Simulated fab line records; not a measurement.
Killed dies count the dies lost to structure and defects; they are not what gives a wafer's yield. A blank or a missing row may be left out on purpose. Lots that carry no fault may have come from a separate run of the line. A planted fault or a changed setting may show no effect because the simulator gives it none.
fab line records	flow n5Finfet
record lots=24	wafers=72	lastDay=18
route steps=1938 shown BEOL_M11@1537 BEOL_M12@1612
lots that met no fault: taken from a fault-free run of the same line
startH: hours from the record's opening day to when the first of the lot's shown wafers began	waitH: time in hours since the lot's previous step	" same as the row above	L1.1+2: a single row standing in for several wafers	- no value, or no start was given	* or withheld: withheld	< > ~ a bound
route shown NAME@n: a module of which the file shows steps, and the number in the route of the first	usual: mean/standard deviation taken from wafers without a fault	same: alike in all rows	chamber/n: place in a boat	sites: each site's reading	_std_site: how widely they spread, as a standard deviation	_edge_site: inner sites' mean taken away from outer sites' mean	radiusMm: how far each site lies from the wafer's centre	mask NAME#n: copy n	behind: the tool/chamber that last shaped the wafer	hold: why the lot was held/for how many hours/how that ended	device: names the non-switching transistor (n, p or np)	end of line: the tests these same wafers got at the end of their route	a step without rows: its recipe alone	killed: not the wafer's yield, but the dies lost to structure and defects at the first sort	map: per-die view of a wafer (x killed, . not killed, _ where there is no die)
set.NAME: the run value of the setting; set.NAME@STEP: its run value at that earlier step	model.NAME: the simulator's own value behind a step, which no gauge read
one table for each step of the route and one row for each wafer, over a sample of lots
services: from which hour (startH, from the record's first day; less than 0 if before it) a tool's chamber was out of use, for how many hours, and why
## steps
# step N5_BEOL_M11_CURE_71
# recipe tempC=385	timeS=240	ambient=He/Ar	material=SiCOH_lowk
# usual lampPowerPct=52.31/0.06	wafer_temp_C_max=387.1/0.74
lot.wafer	tool	chamber	startH	waitH	lampPowerPct	wafer_temp_C_max
L074.3	uvCure-01	1	218.75	0.2	52.38	387.5
L074.4	"	1	"	"	52.20	388.0
L074.5	"	1	"	"	52.30	388.2
L075.2	uvCure-01	0	227.83	0.2	52.29	387.1
L075.5	"	0	"	"	52.36	388.0
L075.6	"	0	"	"	52.29	387.7
L076.1	uvCure-01	1	244.28	0.1	52.26	388.5
L076.4	"	1	"	"	52.33	389.3
L076.6	"	1	"	"	52.35	387.9
L080.3	uvCure-01	2	258.45	0.2	52.33	386.2
L080.4	"	2	"	"	52.29	386.9
L080.5	"	2	"	"	52.32	385.8
L077.3	uvCure-02	2	263.31	0.2	52.26	386.8
L077.5	"	2	"	"	52.28	386.4
L077.6	"	2	"	"	52.24	386.5
L078.1	uvCure-02	2	264.07	0.0	52.36	387.0
L078.2	"	2	"	"	52.44	386.9
L078.5	"	2	"	"	52.31	387.2
L079.3	uvCure-03	0	264.10	0.4	52.38	386.5
L079.4	"	0	"	"	52.19	386.9
L079.6	"	0	"	"	52.26	387.1
L083.2	uvCure-01	0	268.09	0.2	52.33	387.6
L083.5	"	0	"	"	52.31	387.6
L083.6	"	0	"	"	52.28	387.1
L082.2	uvCure-03	2	270.03	0.1	52.33	386.8
L082.3	"	2	"	"	52.26	386.7
L082.6	"	2	"	"	52.33	386.6
L081.1	uvCure-02	0	277.43	0.0	52.37	386.3
L081.5	"	0	"	"	52.36	386.6
L081.6	"	0	"	"	52.31	387.1
L084.1	uvCure-03	1	295.01	0.0	52.41	386.4
L084.3	"	1	"	"	52.28	386.7
L084.4	"	1	"	"	52.37	386.6
L085.1	uvCure-03	0	302.33	0.1	52.25	386.4
L085.4	"	0	"	"	52.34	386.6
L085.6	"	0	"	"	52.29	386.5
L086.1	uvCure-02	2	308.47	0.0	52.22	387.3
L086.3	"	2	"	"	52.35	387.0
L086.5	"	2	"	"	52.28	387.1
L088.1	uvCure-01	1	311.91	0.0	52.32	387.7
L088.3	"	1	"	"	52.19	388.3
L088.4	"	1	"	"	52.34	387.8
L087.1	uvCure-01	0	315.66	0.1	52.33	387.8
L087.4	"	0	"	"	52.22	387.5
L087.5	"	0	"	"	52.32	388.0
L089.1	uvCure-01	1	329.85	0.1	52.33	387.0
L089.4	"	1	"	"	52.37	388.6
L089.5	"	1	"	"	52.33	387.7
L090.1	uvCure-02	2	334.77	0.0	52.37	386.9
L090.2	"	2	"	"	52.23	386.1
L090.5	"	2	"	"	52.34	387.3
L091.2	uvCure-01	2	335.72	0.1	52.38	386.1
L091.3	"	2	"	"	52.30	386.1
L091.6	"	2	"	"	52.35	385.9
L092.2	uvCure-03	1	337.14	0.1	52.31	386.6
L092.3	"	1	"	"	52.43	387.2
L092.4	"	1	"	"	52.32	386.5
L093.1	uvCure-02	2	343.85	0.1	52.24	386.7
L093.3	"	2	"	"	52.45	387.6
L093.6	"	2	"	"	52.28	387.8
L094.2	uvCure-03	1	360.34	0.1	52.22	386.2
L094.3	"	1	"	"	52.36	386.2
L094.5	"	1	"	"	52.36	386.9
L095.1	uvCure-03	2	361.49	0.4	52.31	386.9
L095.3	"	2	"	"	52.39	386.6
L095.4	"	2	"	"	52.43	386.5
L096.1	uvCure-01	0	373.22	0.0	52.22	387.6
L096.3	"	0	"	"	52.33	387.7
L096.5	"	0	"	"	52.31	387.7
L097.1	uvCure-03	1	376.14	0.0	52.39	386.9
L097.3	"	1	"	"	52.40	386.3
L097.5	"	1	"	"	52.27	386.2
# step N5_BEOL_M11_CD_MEAS_18
# recipe pitchNm=140	targetCdNm=70
# usual cdNm=70.0/0.8
lot.wafer	tool	chamber	startH	waitH	cdNm
L074.3	cdSem-02	-	222.70	0.1	70.8
L074.4	"	-	"	"	70.4
L074.5	"	-	"	"	70.1
L075.2	cdSem-03	-	230.76	0.1	70.8
L075.5	"	-	"	"	70.0
L075.6	"	-	"	"	70.8
L076.1	cdSem-02	-	246.46	0.0	70.0
L076.4	"	-	"	"	70.9
L076.6	"	-	"	"	70.6
L080.3	cdSem-02	-	262.16	0.1	69.6
L080.4	"	-	"	"	69.8
L080.5	"	-	"	"	69.7
L077.3	cdSem-02	-	266.56	0.1	69.7
L077.5	"	-	"	"	69.3
L077.6	"	-	"	"	69.6
L078.1	cdSem-01	-	266.85	0.0	69.8
L078.2	"	-	"	"	70.5
L078.5	"	-	"	"	70.7
L079.3	cdSem-03	-	266.86	0.1	69.8
L079.4	"	-	"	"	69.4
L079.6	"	-	"	"	69.5
L083.2	cdSem-02	-	272.04	0.1	71.1
L083.5	"	-	"	"	69.9
L083.6	"	-	"	"	71.4
L082.2	cdSem-02	-	272.30	0.1	71.1
L082.3	"	-	"	"	71.3
L082.6	"	-	"	"	70.5
L081.1	cdSem-02	-	280.98	0.0	71.0
L081.5	"	-	"	"	70.9
L081.6	"	-	"	"	69.4
L084.1	cdSem-02	-	299.09	0.1	70.7
L084.3	"	-	"	"	71.4
L084.4	"	-	"	"	70.3
L085.1	cdSem-01	-	306.68	0.0	70.1
L085.4	"	-	"	"	70.0
L085.6	"	-	"	"	69.8
L086.1	cdSem-01	-	311.05	0.0	71.7
L086.3	"	-	"	"	69.4
L086.5	"	-	"	"	71.2
L088.1	cdSem-02	-	314.83	0.0	70.1
L088.3	"	-	"	"	70.5
L088.4	"	-	"	"	70.2
L087.1	cdSem-01	-	319.11	0.0	71.4
L087.4	"	-	"	"	70.9
L087.5	"	-	"	"	70.6
L089.1	cdSem-02	-	332.25	0.0	71.2
L089.4	"	-	"	"	71.1
L089.5	"	-	"	"	70.3
L090.1	cdSem-03	-	339.84	0.0	71.3
L090.2	"	-	"	"	70.8
L090.5	"	-	"	"	69.8
L091.2	cdSem-03	-	340.43	0.1	69.5
L091.3	"	-	"	"	69.1
L091.6	"	-	"	"	69.1
L092.2	cdSem-02	-	340.98	0.1	68.8
L092.3	"	-	"	"	70.4
L092.4	"	-	"	"	70.2
L093.1	cdSem-02	-	346.80	0.0	69.3
L093.3	"	-	"	"	68.9
L093.6	"	-	"	"	68.9
L094.2	cdSem-02	-	364.21	0.1	68.8
L094.3	"	-	"	"	68.7
L094.5	"	-	"	"	68.7
L095.1	cdSem-03	-	364.51	0.0	71.1
L095.3	"	-	"	"	69.7
L095.4	"	-	"	"	69.9
L096.1	cdSem-03	-	375.68	0.0	69.3
L096.3	"	-	"	"	70.3
L096.5	"	-	"	"	69.9
L097.1	cdSem-01	-	379.58	0.0	68.2
L097.3	"	-	"	"	69.7
L097.5	"	-	"	"	69.5
# step N5_BEOL_M11_DESCUM_33
# recipe chemistry=O2	timeS=7.9	sourcePowerW=50	biasPowerW=20	pressureMtorr=20	rfFrequencyHz=2.712e+07	tempC=40	resist=CAR-ArF	o2FlowSccm=225
# usual drypumpMotorCurrentA=5.9/0.42	oesProductAu=0.76/0.081	rfFwdPowerW=49.29/0.23	rfVppV=243.5/1.3	showerheadPlenumPTorr=2.12/0.083	throttleValvePct=20.41/0.21
lot.wafer	tool	chamber	startH	waitH	drypumpMotorCurrentA	oesProductAu	rfFwdPowerW	rfHoursCounterH	rfVppV	showerheadPlenumPTorr	throttleValvePct
L074.3	rieDiel-01	0	225.36	0.3	5.5	0.80	48.98	85	244.9	2.21	20.56
L074.4	"	3	"	"	5.7	0.71	49.48	210	244.5	2.16	20.35
L074.5	"	2	"	"	6.4	0.73	49.47	-	242.3	1.99	20.23
L075.2	rieDiel-01	1	234.27	0.0	6.3	0.78	49.40	167	242.7	2.19	20.12
L075.5	"	2	"	"	6.4	0.73	48.96	-	242.9	1.99	20.24
L075.6	"	1	"	"	6.3	0.78	49.47	-	244.4	2.19	20.13
L076.1	rieDiel-01	1	247.02	0.2	6.3	0.77	49.65	171	244.8	2.19	20.13
L076.4	"	3	"	"	5.7	0.71	49.14	217	242.8	2.15	20.37
L076.6	"	3	"	"	5.7	0.71	49.11	-	245.3	2.15	20.39
L080.3	rieDiel-05	3	264.64	0.0	5.8	0.71	48.59	213	244.1	2.16	20.61
L080.4	"	0	"	"	5.5	0.72	49.51	162	241.6	2.00	20.68
L080.5	"	0	"	"	5.6	0.73	49.34	-	243.3	2.00	20.68
L078.1	rieDiel-01	3	269.41	0.0	5.8	0.71	49.10	224	244.8	2.15	20.39
L078.2	"	1	"	"	6.3	0.76	49.36	179	246.4	2.19	20.12
L078.5	"	3	"	"	5.7	0.70	49.19	-	244.5	2.15	20.38
L079.3	rieDiel-01	1	270.21	0.0	6.3	0.75	49.53	179	245.3	2.19	20.13
L079.4	"	3	"	"	5.7	0.71	49.29	224	242.5	2.15	20.37
L079.6	"	2	"	"	6.4	0.71	49.51	-	241.4	1.98	20.25
L077.3	rieDiel-05	3	270.38	0.0	5.8	0.70	48.76	214	244.9	2.16	20.61
L077.5	"	1	"	"	6.1	0.69	49.22	-	241.6	1.96	20.06
L077.6	"	2	"	"	5.6	0.96	49.10	-	244.1	2.15	20.37
L083.2	rieDiel-01	1	272.75	0.0	6.3	0.76	49.69	180	243.9	2.19	20.14
L083.5	"	0	"	"	5.5	0.78	49.30	-	244.0	2.21	20.60
L083.6	"	1	"	"	6.3	0.77	49.49	-	244.8	2.19	20.14
L082.2	rieDiel-06	2	273.01	0.1	6.3	0.70	49.54	221	242.8	2.09	20.53
L082.3	"	3	"	"	6.3	0.77	49.24	117	243.5	2.10	20.43
L082.6	"	2	"	"	6.4	0.70	49.21	-	244.8	2.09	20.52
L081.1	rieDiel-01	3	281.52	0.2	5.7	0.70	49.58	228	244.2	2.15	20.39
L081.5	"	2	"	"	6.4	0.71	49.03	-	241.8	1.98	20.26
L081.6	"	3	"	"	5.7	0.70	49.49	-	244.7	2.15	20.39
L084.1	rieDiel-06	3	299.55	0.1	6.3	0.76	49.74	124	242.0	2.10	20.46
L084.3	"	2	"	"	6.3	0.69	49.45	229	243.7	2.09	20.54
L084.4	"	1	"	"	5.8	0.80	49.44	83	243.9	2.11	20.37
L085.1	rieDiel-05	3	308.64	0.1	5.8	0.69	48.74	230	244.4	2.15	20.64
L085.4	"	3	"	"	5.8	0.70	48.93	-	243.4	2.15	20.64
L085.6	"	0	"	"	5.5	0.73	49.21	-	241.5	1.99	20.70
L086.1	rieDiel-06	2	313.10	0.0	6.4	0.69	49.42	233	243.8	2.08	20.53
L086.3	"	1	"	"	5.9	0.80	49.70	87	242.6	2.11	20.37
L086.5	"	3	"	"	6.3	0.75	49.36	-	242.3	2.10	20.47
L088.1	rieDiel-06	1	317.78	0.0	5.8	0.80	49.44	88	243.0	2.11	20.37
L088.3	"	0	"	"	5.0	0.93	49.17	20	245.5	2.24	20.69
L088.4	"	2	"	"	6.3	0.69	49.10	-	243.0	2.08	20.53
L087.1	rieDiel-01	2	322.65	0.0	6.3	0.70	49.08	216	240.7	1.98	20.29
L087.4	"	0	"	"	5.5	0.78	49.27	114	242.8	2.20	20.62
L087.5	"	0	"	"	5.4	0.78	49.30	-	245.1	2.20	20.61
L089.1	rieDiel-05	2	334.87	2.1	5.6	0.90	48.97	32	243.8	2.14	20.41
L089.4	"	1	"	"	6.1	0.95	49.04	7	244.1	2.22	19.75
L089.5	"	2	"	"	5.6	0.90	49.27	-	242.8	2.14	20.41
L091.2	rieDiel-05	1	341.65	0.3	6.1	0.95	49.19	11	244.7	2.22	19.74
L091.3	"	0	"	"	5.5	0.72	49.19	192	240.8	1.99	20.71
L091.6	"	2	"	"	5.6	0.91	49.26	-	244.0	2.14	20.40
L090.1	rieDiel-06	2	342.06	0.6	6.3	0.69	49.04	238	242.3	2.08	20.55
L090.2	"	3	"	"	6.3	0.75	49.58	132	243.1	2.10	20.49
L090.5	"	1	"	"	5.8	0.80	49.37	-	243.0	2.11	20.37
L092.2	rieDiel-01	3	342.33	0.7	5.7	0.69	49.09	247	243.2	2.14	20.41
L092.3	"	1	"	"	6.3	0.74	49.67	203	244.0	2.18	20.17
L092.4	"	2	"	"	6.4	0.71	49.42	224	242.3	1.97	20.29
L093.1	rieDiel-01	3	348.39	0.0	5.7	0.69	49.28	249	242.8	2.14	20.41
L093.3	"	1	"	"	6.3	0.75	49.58	205	243.7	2.18	20.17
L093.6	"	3	"	"	5.7	0.69	49.30	-	243.7	2.14	20.43
L094.2	rieDiel-06	0	364.81	0.0	4.9	0.91	48.86	29	244.9	2.24	20.72
L094.3	"	2	"	"	6.4	0.69	49.17	244	242.2	2.08	20.56
L094.5	"	1	"	"	5.8	0.78	49.28	-	243.4	2.11	20.38
L095.1	rieDiel-06	2	366.21	0.1	6.4	0.68	49.35	244	242.7	2.08	20.56
L095.3	"	3	"	"	6.3	0.74	49.60	138	244.0	2.10	20.50
L095.4	"	0	"	"	4.9	0.90	49.05	29	245.8	2.24	20.71
L096.1	rieDiel-01	1	377.94	0.0	6.3	0.73	49.67	216	244.2	2.17	20.19
L096.3	"	0	"	"	5.5	0.76	49.19	132	244.1	2.19	20.64
L096.5	"	0	"	"	5.5	0.76	49.25	-	245.0	2.19	20.65
L097.1	rieDiel-01	1	380.31	0.0	6.3	0.73	49.66	217	243.9	2.17	20.19
L097.3	"	2	"	"	6.3	0.69	49.18	238	240.3	1.97	20.29
L097.5	"	0	"	"	5.5	0.75	49.20	-	244.4	2.19	20.64
# step N5_BEOL_M11_ETCH_41
# recipe chemistry=CH3F/O2	target=SiCN	targetDepthA=426	taperDeg=2	timeS=86	ionEnergyEv=120	maskMaterial=TiN	pressureMtorr=30	sourceW=395	biasW=75	Ar_flow_sccm=150	CH3F_flow_sccm=30	O2_flow_sccm=20
# usual CH3F_flow_sccm=30.00/0.084	drypumpMotorCurrentA=5.9/0.42	oesProductAu=0.76/0.079	rfFwdPowerW=392.0/1.4	rfVppV=297.8/1.7	showerheadPlenumPTorr=2.03/0.076	throttleValvePct=16.32/0.18
lot.wafer	tool	chamber	startH	waitH	CH3F_flow_sccm	drypumpMotorCurrentA	oesProductAu	rfFwdPowerW	rfHoursCounterH	rfVppV	showerheadPlenumPTorr	throttleValvePct
L074.3	rieDiel-01	0	-	-	30.03	5.5	0.81	388.9	85	299.8	2.11	16.41
L074.4	"	3	"	"	29.93	5.7	0.70	392.8	211	298.9	2.06	16.29
L074.5	"	2	"	"	30.05	6.4	0.72	391.7	-	295.8	1.91	16.23
L075.2	rieDiel-01	1	-	-	30.01	6.3	0.78	392.2	167	298.7	2.09	16.02
L075.5	"	2	"	"	29.83	6.4	0.72	391.3	-	295.8	1.91	16.24
L075.6	"	1	"	"	30.07	6.3	0.78	393.8	-	298.3	2.09	16.01
L076.1	rieDiel-01	1	-	-	29.94	6.3	0.77	393.9	171	299.4	2.08	16.03
L076.4	"	3	"	"	30.10	5.7	0.71	392.6	217	299.1	2.06	16.32
L076.6	"	3	"	"	30.04	5.7	0.71	392.8	-	299.1	2.06	16.33
L080.3	rieDiel-05	3	-	-	30.06	5.8	0.70	391.0	213	299.2	2.08	16.58
L080.4	"	0	"	"	30.08	5.5	0.73	393.9	162	295.1	1.91	16.55
L080.5	"	0	"	"	30.12	5.6	0.73	393.8	-	295.8	1.91	16.54
L078.1	rieDiel-01	3	-	-	30.11	5.8	0.71	391.7	224	298.9	2.06	16.35
L078.2	"	1	"	"	30.11	6.3	0.77	393.8	179	297.9	2.08	16.05
L078.5	"	3	"	"	29.95	5.8	0.69	390.1	-	298.4	2.06	16.34
L079.3	rieDiel-01	1	-	-	29.99	6.3	0.78	393.9	179	300.4	2.08	16.04
L079.4	"	3	"	"	30.03	5.7	0.70	393.3	225	298.6	2.06	16.32
L079.6	"	2	"	"	30.04	6.4	0.71	391.7	-	296.5	1.90	16.26
L077.3	rieDiel-05	3	-	-	29.94	5.8	0.71	390.5	215	297.1	2.08	16.61
L077.5	"	1	"	"	30.04	6.1	0.69	392.7	-	294.4	1.89	16.18
L077.6	"	2	"	"	29.89	5.6	0.95	392.3	-	299.6	2.04	16.09
L083.2	rieDiel-01	1	-	-	30.10	6.3	0.77	392.8	180	297.8	2.08	16.03
L083.5	"	0	"	"	30.09	5.4	0.81	392.0	-	298.6	2.11	16.44
L083.6	"	1	"	"	29.97	6.3	0.77	394.8	-	299.1	2.08	16.03
L082.2	rieDiel-06	2	-	-	29.95	6.4	0.69	393.1	222	296.5	1.98	16.31
L082.3	"	3	"	"	29.97	6.3	0.76	390.7	117	295.7	2.02	16.36
L082.6	"	2	"	"	29.91	6.4	0.69	393.8	-	295.5	1.98	16.31
L081.1	rieDiel-01	3	-	-	30.11	5.7	0.70	393.1	228	299.8	2.06	16.34
L081.5	"	2	"	"	30.13	6.4	0.71	392.2	-	296.5	1.90	16.26
L081.6	"	3	"	"	29.96	5.7	0.70	391.4	-	298.1	2.06	16.36
L084.1	rieDiel-06	3	-	-	30.00	6.3	0.75	393.3	125	298.6	2.01	16.38
L084.3	"	2	"	"	29.92	6.4	0.68	392.6	229	297.3	1.98	16.34
L084.4	"	1	"	"	29.81	5.9	0.80	393.8	83	296.6	2.04	16.37
L085.1	rieDiel-05	3	-	-	29.98	5.8	0.68	390.0	230	298.4	2.07	16.62
L085.4	"	3	"	"	29.99	5.8	0.68	390.0	-	297.6	2.07	16.61
L085.6	"	0	"	"	30.05	5.5	0.71	391.7	-	296.0	1.90	16.58
L086.1	rieDiel-06	2	-	-	29.93	6.4	0.68	390.3	233	296.4	1.97	16.34
L086.3	"	1	"	"	29.98	5.8	0.79	392.2	87	297.9	2.04	16.38
L086.5	"	3	"	"	29.94	6.3	0.75	394.2	-	297.1	2.01	16.36
L088.1	rieDiel-06	1	-	-	30.08	5.8	0.80	392.6	88	298.3	2.04	16.37
L088.3	"	0	"	"	30.04	4.9	0.90	390.8	20	298.5	2.14	16.48
L088.4	"	2	"	"	29.89	6.4	0.68	391.1	-	295.0	1.97	16.35
L087.1	rieDiel-01	2	-	-	29.99	6.4	0.70	390.0	216	295.1	1.90	16.29
L087.4	"	0	"	"	29.98	5.5	0.77	393.8	115	298.7	2.10	16.48
L087.5	"	0	"	"	30.00	5.5	0.77	393.4	-	299.8	2.10	16.46
L089.1	rieDiel-05	2	-	-	30.05	5.6	0.90	392.2	32	297.3	2.03	16.13
L089.4	"	1	"	"	29.91	6.1	0.94	392.9	8	299.5	2.14	15.75
L089.5	"	2	"	"	30.09	5.6	0.89	392.1	-	297.9	2.03	16.13
L091.2	rieDiel-05	1	-	-	29.87	6.1	0.93	393.5	11	299.1	2.14	15.74
L091.3	"	0	"	"	30.05	5.5	0.71	394.7	192	294.4	1.90	16.60
L091.6	"	2	"	"	30.12	5.6	0.89	387.3	-	298.2	2.03	16.14
L090.1	rieDiel-06	2	-	-	30.12	6.3	0.68	391.3	238	297.1	1.97	16.36
L090.2	"	3	"	"	29.98	6.3	0.74	391.9	132	297.6	2.01	16.38
L090.5	"	1	"	"	30.03	5.9	0.79	393.1	-	297.0	2.04	16.36
L092.2	rieDiel-01	3	-	-	29.84	5.7	0.68	389.7	248	298.4	2.05	16.36
L092.3	"	1	"	"	30.01	6.4	0.74	394.6	203	299.4	2.07	16.08
L092.4	"	2	"	"	30.03	6.4	0.70	391.7	224	294.0	1.89	16.30
L093.1	rieDiel-01	3	-	-	30.06	5.8	0.68	390.8	249	297.1	2.05	16.38
L093.3	"	1	"	"	29.90	6.3	0.74	391.4	205	299.6	2.07	16.09
L093.6	"	3	"	"	30.06	5.7	0.67	392.2	-	298.1	2.05	16.40
L094.2	rieDiel-06	0	-	-	30.01	5.0	0.89	392.5	29	299.9	2.13	16.51
L094.3	"	2	"	"	29.81	6.3	0.68	392.7	244	297.6	1.97	16.36
L094.5	"	1	"	"	30.08	5.9	0.78	393.3	-	298.0	2.03	16.39
L095.1	rieDiel-06	2	-	-	29.89	6.4	0.69	390.7	245	297.0	1.97	16.36
L095.3	"	3	"	"	30.17	6.3	0.74	390.4	138	296.3	2.01	16.40
L095.4	"	0	"	"	30.08	5.0	0.89	390.4	30	300.4	2.13	16.51
L096.1	rieDiel-01	1	-	-	30.16	6.3	0.73	394.1	217	298.3	2.07	16.10
L096.3	"	0	"	"	30.01	5.5	0.76	392.2	133	299.3	2.10	16.49
L096.5	"	0	"	"	30.13	5.5	0.76	390.8	-	299.1	2.10	16.49
L097.1	rieDiel-01	1	-	-	30.00	6.3	0.74	391.0	218	299.2	2.07	16.10
L097.3	"	2	"	"	30.17	6.4	0.69	390.7	238	294.5	1.89	16.32
L097.5	"	0	"	"	29.87	5.5	0.76	393.6	-	299.1	2.10	16.51
# step N5_BEOL_M11_ALD_74
# recipe material=TaN	targetThkA=20	tempC=275	aldPrecursorFamily=PDMAT	aldCoReactant=NH3	pressureTorr=3	carrierFlowSccm=1500	pulseTimeS=2	purgeTimeS=3	coReactantPurgeTimeS=2	coReactantPulseTimeS=3	aldCycles=40	precursorVesselTempC=75	precursorVesselPressureTorr=26.25	precursorVesselCarrierSccm=1000
# usual heaterPowerW=399/41	precursorVesselTempC=74.99/0.12
# same aldCycles=40	coReactantPurgeTimeS=2	purgeTimeS=3
lot.wafer	tool	chamber	startH	waitH	heaterPowerW	precursorVesselTempC
L074.3	aldMetal-02	2	226.60	0.0	402	74.70
L074.4	"	2	"	"	406	74.81
L074.5	"	0	"	"	400	75.04
L075.2	aldMetal-01	0	235.48	0.0	367	75.15
L075.5	"	3	"	"	370	74.86
L075.6	"	2	"	"	411	75.05
L076.1	aldMetal-02	3	248.58	0.1	395	74.94
L076.4	"	2	"	"	407	75.09
L076.6	"	1	"	"	416	74.96
L080.3	aldMetal-02	0	266.10	0.0	385	75.02
L080.4	"	3	"	"	397	74.90
L080.5	"	1	"	"	399	75.12
L079.3	aldMetal-03	3	271.50	0.0	331	74.95
L079.4	"	1	"	"	425	75.01
L079.6	"	0	"	"	383	75.07
L078.1	aldMetal-01	0	271.60	0.2	364	75.07
L078.2	"	1	"	"	439	74.80
L078.5	"	1	"	"	447	74.88
L077.3	aldMetal-02	1	271.67	0.0	411	75.06
L077.5	"	2	"	"	398	75.16
L077.6	"	3	"	"	394	75.08
L083.2	aldMetal-03	1	274.19	0.1	422	74.95
L083.5	"	3	"	"	332	75.01
L083.6	"	0	"	"	374	75.06
L082.2	aldMetal-01	2	274.31	0.1	424	75.02
L082.3	"	0	"	"	366	75.10
L082.6	"	1	"	"	447	74.97
L081.1	aldMetal-03	1	283.04	0.0	425	74.97
L081.5	"	3	"	"	326	74.96
L081.6	"	2	"	"	470	75.13
L084.1	aldMetal-03	1	300.86	0.0	416	74.92
L084.3	"	3	"	"	332	74.97
L084.4	"	0	"	"	389	75.00
L085.1	aldMetal-01	3	310.14	0.0	378	75.15
L085.4	"	2	"	"	413	74.87
L085.6	"	0	"	"	366	74.73
L086.1	aldMetal-01	2	314.26	0.1	410	75.02
L086.3	"	0	"	"	369	74.82
L086.5	"	2	"	"	414	74.93
L088.1	aldMetal-01	3	318.94	0.1	385	75.12
L088.3	"	2	"	"	407	74.92
L088.4	"	0	"	"	358	75.04
L087.1	aldMetal-03	3	324.16	0.3	332	74.96
L087.4	"	1	"	"	420	75.02
L087.5	"	0	"	"	373	75.25
L089.1	aldMetal-02	2	336.41	0.0	404	74.91
L089.4	"	0	"	"	401	75.20
L089.5	"	3	"	"	394	74.98
L091.2	aldMetal-02	0	343.50	0.3	390	75.05
L091.3	"	2	"	"	406	75.02
L091.6	"	2	"	"	407	74.98
L090.1	aldMetal-03	0	343.58	0.3	369	75.06
L090.2	"	2	"	"	473	74.98
L090.5	"	2	"	"	487	75.01
L092.2	aldMetal-03	1	345.41	0.2	412	74.92
L092.3	"	2	"	"	475	75.19
L092.4	"	0	"	"	378	75.02
L093.1	aldMetal-03	2	349.71	0.0	471	74.92
L093.3	"	3	"	"	328	74.97
L093.6	"	2	"	"	475	75.13
L094.2	aldMetal-03	2	366.80	0.0	489	74.83
L094.3	"	0	"	"	389	74.80
L094.5	"	1	"	"	412	74.85
L095.1	aldMetal-03	1	367.82	0.0	416	75.01
L095.3	"	3	"	"	335	74.99
L095.4	"	0	"	"	376	75.19
L096.1	aldMetal-03	1	379.10	0.0	412	74.92
L096.3	"	3	"	"	332	74.82
L096.5	"	3	"	"	328	75.00
L097.1	aldMetal-02	0	382.12	0.1	386	74.92
L097.3	"	2	"	"	407	74.95
L097.5	"	0	"	"	380	74.90
# step N5_BEOL_M12_CD_MEAS_10
# recipe targetCdNm=140	landingEnergyEv=500	detector=seInlens	polarity=opening
# usual cdNm=140.7/2
lot.wafer	tool	chamber	startH	waitH	cdNm
L074.3	cdSem-02	0	230.40	-	139.0
L074.4	"	0	"	"	142.6
L074.5	"	0	"	"	144.2
L075.2	cdSem-02	0	237.83	-	138.6
L075.5	"	0	"	"	139.6
L075.6	"	0	"	"	139.5
L076.1	cdSem-01	0	250.66	-	144.0
L076.4	"	0	"	"	142.1
L076.6	"	0	"	"	143.3
L080.3	cdSem-01	0	268.14	-	141.0
L080.4	"	0	"	"	142.5
L080.5	"	0	"	"	144.2
L079.3	cdSem-02	0	273.62	-	140.6
L079.4	"	0	"	"	139.4
L079.6	"	0	"	"	140.5
L078.1	cdSem-01	0	273.99	-	142.6
L078.2	"	0	"	"	142.9
L078.5	"	0	"	"	141.6
L077.3	cdSem-02	0	274.27	-	141.5
L077.5	"	0	"	"	142.8
L077.6	"	0	"	"	142.7
L083.2	cdSem-01	0	278.01	-	140.8
L083.5	"	0	"	"	142.7
L083.6	"	0	"	"	143.3
L082.2	cdSem-02	0	278.23	-	138.0
L082.3	"	0	"	"	137.3
L082.6	"	0	"	"	137.7
L081.1	cdSem-01	0	285.22	-	141.5
L081.5	"	0	"	"	138.4
L081.6	"	0	"	"	136.4
L084.1	cdSem-01	0	303.42	-	142.0
L084.3	"	0	"	"	143.6
L084.4	"	0	"	"	140.2
L085.1	cdSem-02	0	312.25	-	138.0
L085.4	"	0	"	"	137.6
L085.6	"	0	"	"	141.1
L086.1	cdSem-02	0	316.65	-	141.4
L086.3	"	0	"	"	141.0
L086.5	"	0	"	"	141.7
L088.1	cdSem-01	0	321.21	-	140.7
L088.3	"	0	"	"	140.8
L088.4	"	0	"	"	140.3
L087.1	cdSem-02	0	328.69	-	139.7
L087.4	"	0	"	"	142.4
L087.5	"	0	"	"	143.4
L089.1	cdSem-03	0	338.38	-	142.3
L089.4	"	0	"	"	140.4
L089.5	"	0	"	"	139.9
L091.2	cdSem-02	0	347.00	-	139.9
L091.3	"	0	"	"	138.9
L091.6	"	0	"	"	138.1
L090.1	cdSem-01	0	347.18	-	138.2
L090.2	"	0	"	"	138.1
L090.5	"	0	"	"	139.8
L092.2	cdSem-03	0	347.72	-	143.0
L092.3	"	0	"	"	142.0
L092.4	"	0	"	"	143.6
L093.1	cdSem-01	0	352.32	-	140.5
L093.3	"	0	"	"	138.8
L093.6	"	0	"	"	139.0
L094.2	cdSem-01	0	369.32	-	139.8
L094.3	"	0	"	"	141.0
L094.5	"	0	"	"	139.0
L095.1	cdSem-03	0	370.49	-	139.9
L095.3	"	0	"	"	139.5
L095.4	"	0	"	"	140.5
L096.1	cdSem-01	0	381.87	-	138.1
L096.3	"	0	"	"	138.5
L096.5	"	0	"	"	139.1
L097.1	cdSem-03	0	384.63	-	134.8
L097.3	"	0	"	"	138.7
L097.5	"	0	"	"	137.4
## services
tool	chamber	startH	hours	kind
uvCure-02	-	196.64	0.5	repair
rieDiel-06	2	201.30	23.7	repair
rieDiel-06	3	202.27	7.3	repair
uvCure-03	-	202.40	16.7	repair
rieDiel-01	-	211.73	3.2	repair
aldMetal-01	1	243.56	3.8	repair
rieDiel-01	-	243.61	0.2	repair
rieDiel-06	0	271.64	2.8	repair
uvCure-02	-	276.46	0.4	repair
uvCure-03	-	294.22	0.6	repair
rieDiel-05	2	296.80	2.9	repair
rieDiel-06	3	316.56	4.0	repair
rieDiel-06	-	325.45	14.6	pm
rieDiel-01	-	336.07	0.2	repair
aldMetal-01	-	337.40	14.0	pm
rieDiel-01	0	347.03	9.4	repair
uvCure-01	-	352.58	2.1	pm
rieDiel-01	3	356.46	-	clean
rieDiel-01	3	356.46	-	consumableReplace:focusRing
uvCure-02	-	357.13	23.4	repair
rieDiel-05	1	366.67	2.3	repair
uvCure-03	-	370.08	1.0	pm
uvCure-01	-	379.47	1.3	repair
uvCure-02	-	380.56	7.5	pm
## key
fault none
